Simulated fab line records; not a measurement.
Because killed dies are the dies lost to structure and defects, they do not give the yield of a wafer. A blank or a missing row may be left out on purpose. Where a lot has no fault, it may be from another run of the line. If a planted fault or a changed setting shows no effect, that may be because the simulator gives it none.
Chamber matching	flow n5-finfet	N5_BEOL_M11_ETCH_61 on rie-diel-02: 4 sister chambers
The step etches SiARC in CF4, target depth 39 nm, time 65 s. 4 wafers are shown with their chamber, then 8 later ones without.

== WAFERS WITH THEIR CHAMBER ==
wafer	chamber	showerhead-plenum-p-Torr (Torr)
L088.6	3	2.19
L090.3	2	2.28
L090.5	0	2.19
L091.3	1	2.16

== WAFERS WITHOUT THEIR CHAMBER ==
wafer	showerhead-plenum-p-Torr (Torr)
L091.4	2.19
L091.6	2.28
L094.2	2.27
L094.4	2.16
L094.5	2.19
L096.3	2.16
L096.5	2.27
L096.6	2.16

== CHAMBER TAKEN BY EACH ==
wafer	from the rows above	in truth
L091.4	can't be placed: 0 or 3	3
L091.6	2	2
L094.2	2	2
L094.4	1	1
L094.5	can't be placed: 0 or 3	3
L096.3	1	1
L096.5	2	2
L096.6	1	1
Correct placement for 6 of the 8. Cannot be placed on the basis of these rows: 2; the candidates contain the true chamber in 2. Placed wrongly: 0.
How it was worked out, from the rows above alone: a wafer's distance from a chamber is the root of the sum, over the readings, of the square of ((its reading less the chamber's mean) divided by the reading's scatter). If the next closest chamber is less than 2 further off than the closest, the wafer can't be placed; otherwise it belongs to the closest. The mean given for a chamber averages the wafers shown for that chamber. The scatter: root of mean squared gap, hidden wafer to nearest shown wafer, with one shown wafer a chamber.
